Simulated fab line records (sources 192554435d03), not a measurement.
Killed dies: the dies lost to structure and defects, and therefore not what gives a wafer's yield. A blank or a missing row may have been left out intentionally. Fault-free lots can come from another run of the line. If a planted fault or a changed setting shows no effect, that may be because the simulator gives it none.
One fault through the eyes of 3 desks -- flow n5-finfet -- every desk sees just its own numbers, and what lay behind them comes last

## THE METROLOGY DESK
What the gauges read, lot by lot, whatever tool the lot ran on: means of the sampled wafers that have a number. Any lot whose mean is over 4 standard deviations away from the usual mean is out of limits and marked OUT; that distance is given in the brackets. Readings shown: 7 of its 10, picked as those furthest out on some lot.
Columns: A = DIBL_N at N5_BEOL_M4_RC_MEAS_101, usual 35.9 mV/V; B = IOFF_N at N5_BEOL_M4_RC_MEAS_101, usual 0.16 nA/um; C = IOFF_P at N5_BEOL_M4_RC_MEAS_101, usual 0.21 nA/um; D = ION_N at N5_BEOL_M4_RC_MEAS_101, usual 678 uA/um; E = SS_N at N5_BEOL_M4_RC_MEAS_101, usual 71.5 mV/dec; F = VT_N at N5_BEOL_M4_RC_MEAS_101, usual 249 mV; G = VT_P at N5_BEOL_M4_RC_MEAS_101, usual -250 mV
lot,first seen here,A,B,C,D,E,F,G
L786,day 8 07:40,38.2,0.21,0.26,695,71.8,244,-247
L789,day 9 01:20,34.1,0.12,0.16,660,70.7,255,-257
L790,day 9 03:22,35.4,0.15,0.19,677,71.5,248,-253
L792,day 9 16:58,35.6,0.17,0.21,689,72.0,246,-251
L795,day 10 10:39,35.0,0.14,0.17,669,71.2,250,-252
L801,day 11 18:02,35.8,0.15,0.19,678,71.6,251,-252
L802,day 12 01:16,34.3,0.14,0.18,671,71.2,252,-252
L803,day 12 08:00,35.1,0.14,0.18,674,70.9,250,-250
L808,day 14 02:04,36.0,0.15,0.20,686,71.6,249,-252
This desk found nothing out of limits on any of the 9 lots.

## THE DEFECT DESK
For each lot, the counts of the inspections along the route, averaged over the sampled wafers that have a number. Any lot whose mean is over 4 standard deviations away from the usual mean is out of limits and marked OUT; that distance is given in the brackets.
Columns: A = raw-defect-count at N5_BEOL_M4_INSPECT_13, usual 384
lot,first seen here,A
L786,day 8 00:48,324
L789,day 8 07:19,382
L790,day 8 15:51,481
L792,day 9 03:13,330
L795,day 10 01:10,259
L801,day 11 09:52,500
L802,day 11 19:31,1250 (+9.4) OUT
L803,day 11 21:14,1292 (+9.9) OUT
L808,day 13 15:32,361
This desk's finding: out of limits on L802, L803; first on L802, day 11 19:31 (raw-defect-count at N5_BEOL_M4_INSPECT_13). In limits: L786, L789, L790, L792, L795, L801, L808.

## AT THE TOOL OWNER'S DESK: pvd-sputter-01
The tool's own readings at N5_BEOL_M4_HM_DEP_02 (deposits TiN, target thk 20 nm): means of the sampled wafers that have a number, for each lot that ran on this tool. Any lot whose mean is over 4 standard deviations away from the usual mean is out of limits and marked OUT; that distance is given in the brackets.
Columns: A = throttle-valve-pct at N5_BEOL_M4_HM_DEP_02, usual 30.2 %
lot,first seen here,A
L795,day 10 00:34,30.0
L801,day 11 09:10,29.3
L802,day 11 18:55,30.0
L803,day 11 20:45,29.9
This desk found nothing out of limits on any of the 4 lots.

## ALL TOGETHER
The defect desk could have raised an alarm at day 11 19:31, on L802, L803.
At the metrology desk, nothing out of limits was observed.
The tool owner's desk saw nothing out of limits.
The metrology desk has L802, L803 on record, within its limits.
Tool owner's desk: L802, L803 on record, inside its limits.
Of the lots named, all ran N5_BEOL_M4_HM_DEP_02 on pvd-sputter-01.

## WHAT THE SIMULATOR HAD INSERTED
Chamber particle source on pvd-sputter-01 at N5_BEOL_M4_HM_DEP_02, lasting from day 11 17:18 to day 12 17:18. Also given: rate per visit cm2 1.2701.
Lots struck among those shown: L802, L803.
Hours from the fault's start to each desk's first reading out of limits: the defect desk, 2.
